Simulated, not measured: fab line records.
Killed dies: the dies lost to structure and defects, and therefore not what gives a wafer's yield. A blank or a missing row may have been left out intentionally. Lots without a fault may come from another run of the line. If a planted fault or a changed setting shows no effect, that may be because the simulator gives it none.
The tool behind it: which one? / flow nandHarc / 39 wafers from 13 lots sampled at 6 of the route's 1159 steps

WHAT EACH GAUGE READ, for each wafer
NHARC_A_ONON_D1_THK_MEAS_02: measures by ellipsometry. Usual: thkNm reads 1002 nm (standard deviation 9.7).
lot=L835; measured=day 8 06:38; on=filmMetro-01; thkNm (nm)=1001 1002 1003; flag=
lot=L836; measured=day 8 06:38; on=filmMetro-01; thkNm (nm)=1006 1008 1006; flag=
lot=L838; measured=day 8 20:10; on=filmMetro-02; thkNm (nm)=998 998 1000; flag=
lot=L837; measured=day 8 20:13; on=filmMetro-01; thkNm (nm)=987 988 988; flag=
lot=L839; measured=day 9 10:25; on=filmMetro-02; thkNm (nm)=999 999 997; flag=
lot=L840; measured=day 9 10:46; on=filmMetro-01; thkNm (nm)=995 993 994; flag=
lot=L842; measured=day 9 21:14; on=filmMetro-01; thkNm (nm)=1015 1014 1016; flag=
lot=L843; measured=day 10 07:22; on=filmMetro-02; thkNm (nm)=1018 1015 1016; flag=
lot=L848; measured=day 11 08:07; on=filmMetro-02; thkNm (nm)=1006 1006 1004; flag=
lot=L849; measured=day 11 17:39; on=filmMetro-01; thkNm (nm)=994 996 994; flag=
lot=L851; measured=day 12 01:12; on=filmMetro-01; thkNm (nm)=1005 1003 1002; flag=
lot=L856; measured=day 13 01:03; on=filmMetro-02; thkNm (nm)=1011 1012 1012; flag=
lot=L855; measured=day 13 06:43; on=filmMetro-02; thkNm (nm)=1008 1008 1006; flag=

NHARC_A_ONON_D1_THK_MEAS_24: measures by ellipsometry. Usual: thkNm reads 1000 nm (standard deviation 8.5).
lot=L835; measured=day 8 17:09; on=filmMetro-02; thkNm (nm)=1005 1007 1004; flag=
lot=L836; measured=day 8 17:08; on=filmMetro-01; thkNm (nm)=997 997 997; flag=
lot=L838; measured=day 9 06:38; on=filmMetro-01; thkNm (nm)=1006 1006 1005; flag=
lot=L837; measured=day 9 06:37; on=filmMetro-02; thkNm (nm)=987 989 987; flag=
lot=L839; measured=day 9 20:56; on=filmMetro-02; thkNm (nm)=991 993 993; flag=
lot=L840; measured=day 9 20:53; on=filmMetro-01; thkNm (nm)=1014 1014 1014; flag=
lot=L842; measured=day 10 08:00; on=filmMetro-02; thkNm (nm)=1011 1011 1013; flag=
lot=L843; measured=day 10 18:00; on=filmMetro-01; thkNm (nm)=996 994 996; flag=
lot=L848; measured=day 11 19:02; on=filmMetro-02; thkNm (nm)=997 995 997; flag=
lot=L849; measured=day 12 04:52; on=filmMetro-01; thkNm (nm)=984 984 984; flag=
lot=L851; measured=day 12 11:45; on=filmMetro-01; thkNm (nm)=989 990 988; flag=
lot=L856; measured=day 13 14:10; on=filmMetro-02; thkNm (nm)=1007 1004 1006; flag=
lot=L855; measured=day 13 17:18; on=filmMetro-02; thkNm (nm)=1009 1008 1008; flag=

NHARC_A_ONON_D1_THK_MEAS_27: measures by ellipsometry. Usual: thkNm reads 999 nm (standard deviation 8.4).
lot=L835; measured=day 8 17:43; on=filmMetro-02; thkNm (nm)=991 990 989; flag=
lot=L836; measured=day 8 17:42; on=filmMetro-01; thkNm (nm)=987 986 988; flag=
lot=L838; measured=day 9 07:12; on=filmMetro-01; thkNm (nm)=987 986 986; flag=
lot=L837; measured=day 9 07:12; on=filmMetro-02; thkNm (nm)=1007 1008 1007; flag=
lot=L839; measured=day 9 21:34; on=filmMetro-02; thkNm (nm)=1011 1011 1010; flag=
lot=L840; measured=day 9 21:27; on=filmMetro-02; thkNm (nm)=1007 1008 1010; flag=
lot=L842; measured=day 10 08:34; on=filmMetro-02; thkNm (nm)=581 1002 578; flag=OFF
lot=L843; measured=day 10 18:34; on=filmMetro-01; thkNm (nm)=992 991 567; flag=OFF
lot=L848; measured=day 11 19:36; on=filmMetro-01; thkNm (nm)=1008 1009 1007; flag=
lot=L849; measured=day 12 05:26; on=filmMetro-01; thkNm (nm)=1001 999 1000; flag=
lot=L851; measured=day 12 12:19; on=filmMetro-02; thkNm (nm)=999 998 1000; flag=
lot=L856; measured=day 13 14:44; on=filmMetro-02; thkNm (nm)=991 990 987; flag=
lot=L855; measured=day 13 17:52; on=filmMetro-02; thkNm (nm)=1003 1001 1003; flag=

NHARC_END_SORT_01. Usual: killedAtArray 27, standard deviation 12; killedAtOther 0.8, standard deviation 1; killedAtPeriphery 4.0, standard deviation 2.5; killedDies 32, standard deviation 11; killedOpen 3.3, standard deviation 1.8; killedShort 2.0, standard deviation 1.5.
lot=L842; measured=day 21 16:27; on=prober-02; killedAtArray=674 29 673; killedAtOther=1 0 2; killedAtPeriphery=2 2 2; killedDies=677 31 677; killedOpen=5 5 5; killedShort=2 2 2; flag=OFF
lot=L843; measured=day 21 19:40; on=prober-01; killedAtArray=24 28 671; killedAtOther=0 0 0; killedAtPeriphery=8 8 6; killedDies=32 36 677; killedOpen=5 2 5; killedShort=2 1 3; flag=OFF

WHICH TOOL RAN EACH LOT (tool, then ch and the chambers of the sampled wafers, then the start)
lot=L835; NHARC_A_ONON_D1_DEP_25=pecvdOnon-02 ch 0, day 8 17:23; NHARC_A_CHANNEL_HOLE_D1_DEP_01=pecvd-03 ch 0,1,2, day 8 21:47
lot=L836; NHARC_A_ONON_D1_DEP_25=pecvdOnon-04 ch 0, day 8 17:12; NHARC_A_CHANNEL_HOLE_D1_DEP_01=pecvd-02 ch 0,1,2, day 8 21:34
lot=L838; NHARC_A_ONON_D1_DEP_25=pecvdOnon-02 ch 0, day 9 06:41; NHARC_A_CHANNEL_HOLE_D1_DEP_01=pecvd-02 ch 0,2, day 9 10:27
lot=L837; NHARC_A_ONON_D1_DEP_25=pecvdOnon-04 ch 0, day 9 06:44; NHARC_A_CHANNEL_HOLE_D1_DEP_01=pecvd-03 ch 1,2, day 9 10:56
lot=L839; NHARC_A_ONON_D1_DEP_25=pecvdOnon-01 ch 0, day 9 21:08; NHARC_A_CHANNEL_HOLE_D1_DEP_01=pecvd-02 ch 1,2, day 10 01:58
lot=L840; NHARC_A_ONON_D1_DEP_25=pecvdOnon-04 ch 0, day 9 20:59; NHARC_A_CHANNEL_HOLE_D1_DEP_01=pecvd-02 ch 0,1, day 10 00:39
lot=L842; NHARC_A_ONON_D1_DEP_25=pecvdOnon-04 ch 0, day 10 08:04; NHARC_A_CHANNEL_HOLE_D1_DEP_01=pecvd-04 ch 2, day 10 12:59
lot=L843; NHARC_A_ONON_D1_DEP_25=pecvdOnon-04 ch 0, day 10 18:14; NHARC_A_CHANNEL_HOLE_D1_DEP_01=pecvd-04 ch 0,2, day 11 00:29
lot=L848; NHARC_A_ONON_D1_DEP_25=pecvdOnon-02 ch 0, day 11 19:12; NHARC_A_CHANNEL_HOLE_D1_DEP_01=pecvd-03 ch 1,2, day 11 23:28
lot=L849; NHARC_A_ONON_D1_DEP_25=pecvdOnon-02 ch 0, day 12 04:55; NHARC_A_CHANNEL_HOLE_D1_DEP_01=pecvd-04 ch 0,1, day 12 09:52
lot=L851; NHARC_A_ONON_D1_DEP_25=pecvdOnon-01 ch 0, day 12 11:49; NHARC_A_CHANNEL_HOLE_D1_DEP_01=pecvd-03 ch 0,1,2, day 12 15:34
lot=L856; NHARC_A_ONON_D1_DEP_25=pecvdOnon-04 ch 0, day 13 14:20; NHARC_A_CHANNEL_HOLE_D1_DEP_01=pecvd-03 ch 0,1, day 13 17:50
lot=L855; NHARC_A_ONON_D1_DEP_25=pecvdOnon-02 ch 0, day 13 17:22; NHARC_A_CHANNEL_HOLE_D1_DEP_01=pecvd-02 ch 1,2, day 13 20:59
- NHARC_A_ONON_D1_DEP_25: target thk 1000 nm.
- NHARC_A_CHANNEL_HOLE_D1_DEP_01: deposits SiON, target thk 140 nm.

WHAT THE TOOLS THEMSELVES READ (means of the sampled wafers that have a number; where no wafer has one, the mark that the record gives instead)
NHARC_A_ONON_D1_DEP_25. Usual: n2FlowSccm 2750 sccm, standard deviation 8.2; sih4FlowSccm 210.0 sccm, standard deviation 0.58.
lot=L835; tool=pecvdOnon-02; n2FlowSccm (sccm)=2760; sih4FlowSccm (sccm)=209.8; flag=
lot=L836; tool=pecvdOnon-04; n2FlowSccm (sccm)=2752; sih4FlowSccm (sccm)=210.6; flag=
lot=L838; tool=pecvdOnon-02; n2FlowSccm (sccm)=2757; sih4FlowSccm (sccm)=210.0; flag=
lot=L837; tool=pecvdOnon-04; n2FlowSccm (sccm)=2754; sih4FlowSccm (sccm)=210.0; flag=
lot=L839; tool=pecvdOnon-01; n2FlowSccm (sccm)=2755; sih4FlowSccm (sccm)=209.6; flag=
lot=L840; tool=pecvdOnon-04; n2FlowSccm (sccm)=2746; sih4FlowSccm (sccm)=209.4; flag=
lot=L842; tool=pecvdOnon-04; n2FlowSccm (sccm)=2742; sih4FlowSccm (sccm)=210.4; flag=
lot=L843; tool=pecvdOnon-04; n2FlowSccm (sccm)=2747; sih4FlowSccm (sccm)=210.0; flag=
lot=L848; tool=pecvdOnon-02; n2FlowSccm (sccm)=2746; sih4FlowSccm (sccm)=210.8; flag=
lot=L849; tool=pecvdOnon-02; n2FlowSccm (sccm)=2750; sih4FlowSccm (sccm)=209.4; flag=
lot=L851; tool=pecvdOnon-01; n2FlowSccm (sccm)=2738; sih4FlowSccm (sccm)=209.8; flag=
lot=L856; tool=pecvdOnon-04; n2FlowSccm (sccm)=2742; sih4FlowSccm (sccm)=210.4; flag=
lot=L855; tool=pecvdOnon-02; n2FlowSccm (sccm)=2758; sih4FlowSccm (sccm)=210.5; flag=

NHARC_A_CHANNEL_HOLE_D1_DEP_01. Usual: heaterPowerW reads 737 W (standard deviation 82).
lot=L835; tool=pecvd-03; heaterPowerW (W)=785; flag=
lot=L836; tool=pecvd-02; heaterPowerW (W)=732; flag=
lot=L838; tool=pecvd-02; heaterPowerW (W)=643; flag=
lot=L837; tool=pecvd-03; heaterPowerW (W)=715; flag=
lot=L839; tool=pecvd-02; heaterPowerW (W)=796; flag=
lot=L840; tool=pecvd-02; heaterPowerW (W)=746; flag=
lot=L842; tool=pecvd-04; heaterPowerW (W)=831; flag=
lot=L843; tool=pecvd-04; heaterPowerW (W)=742; flag=
lot=L848; tool=pecvd-03; heaterPowerW (W)=706; flag=
lot=L849; tool=pecvd-04; heaterPowerW (W)=760; flag=
lot=L851; tool=pecvd-03; heaterPowerW (W)=700; flag=
lot=L856; tool=pecvd-03; heaterPowerW (W)=731; flag=
lot=L855; tool=pecvd-02; heaterPowerW (W)=825; flag=

THE ANSWER, worked out from the rows above alone
Rule: a lot is off if the mean of its wafers that have a number lies more than 3 standard deviations from the usual mean. A lot without any number at a reading at which 4 lots or more have one is off too. Where the step has rows for the other lots, those lots are counted as sound. First the gauges in route order, then the tools' own readings, where a lot's mean is used as printed above. The first step at which some lot is off is used, and at that step the reading that is off furthest; a lot without a number counts as furthest.
Off: L842, L843 (NHARC_A_ONON_D1_THK_MEAS_27, thkNm).
A tool fits if, at a process step before that reading, it ran every lot that is off, and no sound lot after the first of them. Not tried: the gauges at NHARC_A_ONON_D1_THK_MEAS_27; whatever is off there is also off at NHARC_END_SORT_01, on other tools, and gauge error can't account for it. Of those tried, none fits.

WHAT THE SIMULATOR HAD INSERTED
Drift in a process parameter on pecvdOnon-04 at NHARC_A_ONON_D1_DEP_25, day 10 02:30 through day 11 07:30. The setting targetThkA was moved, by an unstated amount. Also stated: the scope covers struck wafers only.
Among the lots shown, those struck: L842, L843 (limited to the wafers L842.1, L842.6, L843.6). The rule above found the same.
